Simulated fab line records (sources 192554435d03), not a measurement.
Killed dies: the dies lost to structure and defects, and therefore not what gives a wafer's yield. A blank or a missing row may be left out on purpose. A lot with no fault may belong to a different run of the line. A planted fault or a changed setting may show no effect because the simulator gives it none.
2 desks looking at one fault / flow n5_finfet / only its own numbers are on each desk; what lay behind them is given at the end

AT THE TOOL OWNER'S DESK: rie_diel-04
The tool's own readings at N5_BEOL_M5_VIA_ETCH_34 (etches SiCOH lowk in C4F6/O2, target depth 88.3 nm, time 39.2 s): means of the sampled wafers that have a number, for each lot that ran on this tool. A lot is out of limits, marked OUT, if its mean lies more than 4 standard deviations from the usual mean; the brackets give that distance.
Columns: A = O2_flow_sccm at N5_BEOL_M5_VIA_ETCH_34, usual 10.00 sccm; B = drypump_motor_current_A at N5_BEOL_M5_VIA_ETCH_34, usual 5.6 A; C = mfc_ar_sccm at N5_BEOL_M5_VIA_ETCH_34, usual 300.0 sccm; D = oes_product_au at N5_BEOL_M5_VIA_ETCH_34, usual 0.77 a.u.; E = rf_vpp_V at N5_BEOL_M5_VIA_ETCH_34, usual 662 V; F = showerhead_plenum_p_Torr at N5_BEOL_M5_VIA_ETCH_34, usual 2.84 Torr; G = throttle_valve_pct at N5_BEOL_M5_VIA_ETCH_34, usual 20.83 %
lot=L776; first seen here=day 8 07:04; A=10.01; B=5.9; C=299.5; D=0.78; E=669; F=2.82; G=20.63
lot=L775; first seen here=day 8 12:46; A=9.98; B=5.9; C=299.6; D=0.75; E=661; F=2.84; G=20.69
lot=L785; first seen here=day 10 18:08; A=10.01; B=5.6; C=299.6; D=0.67; E=676; F=2.93; G=20.75
lot=L786; first seen here=day 11 01:29; A=9.98; B=5.7; C=300.4; D=0.68; E=672; F=2.83; G=20.72
This desk's finding: nothing out of limits on any of the 4 lots.

AT THE METROLOGY DESK
What the gauges read for every lot (on any tool): the sampled wafers with a number, averaged. A lot is out of limits, marked OUT, if its mean lies more than 4 standard deviations from the usual mean; the brackets give that distance. It has 10 readings; the 7 that lie furthest out on some lot are the ones shown.
Columns: A = DIBL_N at N5_BEOL_M4_RC_MEAS_101, usual 37.0 mV/V; B = IOFF_N at N5_BEOL_M4_RC_MEAS_101, usual 0.17 nA/um; C = IOFF_P at N5_BEOL_M4_RC_MEAS_101, usual 0.22 nA/um; D = ION_P at N5_BEOL_M4_RC_MEAS_101, usual 461 uA/um; E = SS_N at N5_BEOL_M4_RC_MEAS_101, usual 71.6 mV/dec; F = VT_N at N5_BEOL_M4_RC_MEAS_101, usual 250 mV; G = VT_P at N5_BEOL_M4_RC_MEAS_101, usual -250 mV
lot=L776; first seen here=day 8 00:55; A=35.5; B=0.15; C=0.23; D=469; E=71.5; F=250; G=-245
lot=L777; first seen here=day 8 08:05; A=37.1; B=0.17; C=0.22; D=454; E=72.7; F=253; G=-251
lot=L775; first seen here=day 8 08:34; A=35.3; B=0.14; C=0.17; D=456; E=71.3; F=251; G=-254
lot=L784; first seen here=day 10 03:26; A=36.6; B=0.16; C=0.20; D=462; E=71.7; F=253; G=-254
lot=L785; first seen here=day 10 10:58; A=35.5; B=0.15; C=0.19; D=456; E=70.9; F=251; G=-254
lot=L786; first seen here=day 10 21:25; A=37.4; B=0.19; C=0.27; D=472; E=71.4; F=245; G=-244
lot=L793; first seen here=day 13 09:46; A=39.4; B=0.22; C=0.25; D=457; E=72.1; F=246; G=-250
lot=L796; first seen here=day 13 14:22; A=38.0; B=0.15; C=0.19; D=451; E=71.9; F=253; G=-254
lot=L797; first seen here=day 14 10:43; A=35.8; B=0.15; C=0.21; D=465; E=71.7; F=249; G=-250
This desk's finding: nothing out of limits on any of the 9 lots.

ALL TOGETHER
The desk of the tool owner found nothing out of limits.
The metrology desk saw nothing out of limits.

WHAT HAD BEEN PUT IN BY THE SIMULATOR
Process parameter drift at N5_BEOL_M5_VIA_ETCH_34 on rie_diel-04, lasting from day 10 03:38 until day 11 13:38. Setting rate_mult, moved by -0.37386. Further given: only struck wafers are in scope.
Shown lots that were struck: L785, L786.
